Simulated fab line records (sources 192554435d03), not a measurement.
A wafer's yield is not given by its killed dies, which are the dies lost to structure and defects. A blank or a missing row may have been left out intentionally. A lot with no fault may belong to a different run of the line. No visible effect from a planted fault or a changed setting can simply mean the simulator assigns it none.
Matching of chambers :: flow n5 finfet :: 4 sister chambers for N5_BEOL_M3_ALD_84 on ald metal-01
The step deposits TaN, pulse time 2 s, purge time 3 s, co reactant purge time 2 s. 8 wafers are shown with their chamber, then 7 later ones without.

## WAFERS PAIRED WITH THEIR CHAMBERS
wafer: L077.4
chamber: 3
heater power outer w (W): 197
heater power w (W): 387

wafer: L079.2
chamber: 0
heater power outer w (W): 273
heater power w (W): 462

wafer: L082.4
chamber: 1
heater power outer w (W): 204
heater power w (W): 344

wafer: L082.5
chamber: 0
heater power outer w (W): 277
heater power w (W): 491

wafer: L088.1
chamber: 1
heater power outer w (W): 203
heater power w (W): 347

wafer: L088.5
chamber: 2
heater power outer w (W): 218
heater power w (W): 428

wafer: L092.2
chamber: 3
heater power outer w (W): 196
heater power w (W): 387

wafer: L092.4
chamber: 2
heater power outer w (W): 220
heater power w (W): 426

## WAFERS MISSING THEIR CHAMBER
wafer: L092.5
heater power outer w (W): 281
heater power w (W): 475

wafer: L093.2
heater power outer w (W): 194
heater power w (W): 384

wafer: L093.3
heater power outer w (W): 288
heater power w (W): 484

wafer: L093.5
heater power outer w (W): 203
heater power w (W): 343

wafer: L097.1
heater power outer w (W): 208
heater power w (W): 342

wafer: L097.2
heater power outer w (W): 286
heater power w (W): 470

wafer: L097.3
heater power outer w (W): 196
heater power w (W): 375

## CHAMBER TAKEN BY EACH
wafer: L092.5
from the rows above: 0
in truth: 0

wafer: L093.2
from the rows above: 3
in truth: 3

wafer: L093.3
from the rows above: 0
in truth: 0

wafer: L093.5
from the rows above: 1
in truth: 1

wafer: L097.1
from the rows above: 1
in truth: 1

wafer: L097.2
from the rows above: 0
in truth: 0

wafer: L097.3
from the rows above: 3
in truth: 3
Placed correctly: 7 of 7. Can't be placed from these rows: 0. Number placed wrongly: 0.
How it was worked out, from the rows above alone: a wafer's distance from a chamber is the root of the sum, over the readings, of the square of ((its reading less the chamber's mean) divided by the reading's scatter). The wafer belongs to the nearest chamber; if the next one is less than 2 further off, it can't be placed. Each chamber's mean is taken over the wafers shown for it. The scatter: take each reading less its chamber's mean, square it, sum over the shown wafers, divide by the number of wafers less the number of chambers, and take the root.
